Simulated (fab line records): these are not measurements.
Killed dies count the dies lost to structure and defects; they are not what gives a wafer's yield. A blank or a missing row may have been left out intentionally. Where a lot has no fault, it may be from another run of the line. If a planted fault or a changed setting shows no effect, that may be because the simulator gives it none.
Matching of chambers || flow n5-finfet || rie-diel-05 running N5_BEOL_M13_TRENCH_ETCH_34: 4 sister chambers
The step etches SiOC in C4F8/O2/Ar, target depth 413.47 nm, time 162.6 s. 16 wafers are shown with their chamber, then 7 later ones without.

## EACH WAFER AND ITS CHAMBER
{"wafer": "L080.2", "chamber": 1, "drypump-motor-current-A (A)": 5.6, "throttle-valve-pct (%)": 24.02, "showerhead-plenum-p-Torr (Torr)": 3.48}
{"wafer": "L080.5", "chamber": 3, "drypump-motor-current-A (A)": 5.1, "throttle-valve-pct (%)": 24.36, "showerhead-plenum-p-Torr (Torr)": 3.39}
{"wafer": "L080.6", "chamber": 0, "drypump-motor-current-A (A)": 5.2, "throttle-valve-pct (%)": 24.01, "showerhead-plenum-p-Torr (Torr)": 3.34}
{"wafer": "L082.2", "chamber": 1, "drypump-motor-current-A (A)": 5.6, "throttle-valve-pct (%)": 24.03, "showerhead-plenum-p-Torr (Torr)": 3.48}
{"wafer": "L082.4", "chamber": 2, "drypump-motor-current-A (A)": 6.2, "throttle-valve-pct (%)": 23.86, "showerhead-plenum-p-Torr (Torr)": 3.44}
{"wafer": "L082.5", "chamber": 0, "drypump-motor-current-A (A)": 5.2, "throttle-valve-pct (%)": 24.01, "showerhead-plenum-p-Torr (Torr)": 3.34}
{"wafer": "L083.1", "chamber": 2, "drypump-motor-current-A (A)": 6.2, "throttle-valve-pct (%)": 23.87, "showerhead-plenum-p-Torr (Torr)": 3.44}
{"wafer": "L083.4", "chamber": 1, "drypump-motor-current-A (A)": 5.6, "throttle-valve-pct (%)": 24.04, "showerhead-plenum-p-Torr (Torr)": 3.48}
{"wafer": "L083.5", "chamber": 0, "drypump-motor-current-A (A)": 5.2, "throttle-valve-pct (%)": 24.03, "showerhead-plenum-p-Torr (Torr)": 3.33}
{"wafer": "L093.2", "chamber": 0, "drypump-motor-current-A (A)": 5.3, "throttle-valve-pct (%)": 24.05, "showerhead-plenum-p-Torr (Torr)": 3.32}
{"wafer": "L093.3", "chamber": 3, "drypump-motor-current-A (A)": 5.1, "throttle-valve-pct (%)": 24.39, "showerhead-plenum-p-Torr (Torr)": 3.37}
{"wafer": "L091.1", "chamber": 0, "drypump-motor-current-A (A)": 5.3, "throttle-valve-pct (%)": 24.05, "showerhead-plenum-p-Torr (Torr)": 3.32}
{"wafer": "L091.2", "chamber": 2, "drypump-motor-current-A (A)": 6.2, "throttle-valve-pct (%)": 23.87, "showerhead-plenum-p-Torr (Torr)": 3.43}
{"wafer": "L091.4", "chamber": 3, "drypump-motor-current-A (A)": 5.1, "throttle-valve-pct (%)": 24.39, "showerhead-plenum-p-Torr (Torr)": 3.37}
{"wafer": "L094.1", "chamber": 2, "drypump-motor-current-A (A)": 6.2, "throttle-valve-pct (%)": 23.91, "showerhead-plenum-p-Torr (Torr)": 3.43}
{"wafer": "L094.2", "chamber": 0, "drypump-motor-current-A (A)": 5.2, "throttle-valve-pct (%)": 24.05, "showerhead-plenum-p-Torr (Torr)": 3.32}

SIGNATURES, as means of the wafers listed above
{"reading": "drypump-motor-current-A", "chamber 0": 5.233, "chamber 1": 5.600, "chamber 2": 6.200, "chamber 3": 5.100, "scatter within a chamber": 0.0333}
{"reading": "throttle-valve-pct", "chamber 0": 24.0333, "chamber 1": 24.0300, "chamber 2": 23.8775, "chamber 3": 24.3800, "scatter within a chamber": 0.0187}
{"reading": "showerhead-plenum-p-Torr", "chamber 0": 3.3283, "chamber 1": 3.4800, "chamber 2": 3.4350, "chamber 3": 3.3767, "scatter within a chamber": 0.00842}
Rule: for a wafer and a chamber, the distance is found by dividing, reading by reading, the gap between the wafer's reading and the chamber's mean by the reading's scatter, squaring, summing and taking the root. If the next closest chamber is less than 2 further off than the closest, the wafer can't be placed; otherwise it belongs to the closest. The scatter: the root of (the sum of the squares of (reading less its chamber's mean) over the shown wafers, divided by (wafers less chambers)).

## WAFERS MISSING THEIR CHAMBER
{"wafer": "L094.3", "drypump-motor-current-A (A)": 5.6, "throttle-valve-pct (%)": 23.83, "showerhead-plenum-p-Torr (Torr)": 3.47}
{"wafer": "L096.1", "drypump-motor-current-A (A)": 5.2, "throttle-valve-pct (%)": 24.06, "showerhead-plenum-p-Torr (Torr)": 3.32}
{"wafer": "L096.5", "drypump-motor-current-A (A)": 5.2, "throttle-valve-pct (%)": 24.08, "showerhead-plenum-p-Torr (Torr)": 3.32}
{"wafer": "L096.6", "drypump-motor-current-A (A)": 5.1, "throttle-valve-pct (%)": 24.40, "showerhead-plenum-p-Torr (Torr)": 3.37}
{"wafer": "L097.1", "drypump-motor-current-A (A)": 5.3, "throttle-valve-pct (%)": 24.07, "showerhead-plenum-p-Torr (Torr)": 3.31}
{"wafer": "L097.3", "drypump-motor-current-A (A)": 6.2, "throttle-valve-pct (%)": 23.91, "showerhead-plenum-p-Torr (Torr)": 3.42}
{"wafer": "L097.5", "drypump-motor-current-A (A)": 5.1, "throttle-valve-pct (%)": 24.41, "showerhead-plenum-p-Torr (Torr)": 3.36}

## WHICH CHAMBER EACH ONE RAN IN
{"wafer": "L094.3", "from the rows above": 1, "in truth": 1}
{"wafer": "L096.1", "from the rows above": 0, "in truth": 0}
{"wafer": "L096.5", "from the rows above": 0, "in truth": 0}
{"wafer": "L096.6", "from the rows above": 3, "in truth": 3}
{"wafer": "L097.1", "from the rows above": 0, "in truth": 0}
{"wafer": "L097.3", "from the rows above": 2, "in truth": 2}
{"wafer": "L097.5", "from the rows above": 3, "in truth": 3}
7 of 7 placed correctly. Can't be placed from these rows: 0. 0 placed wrongly.
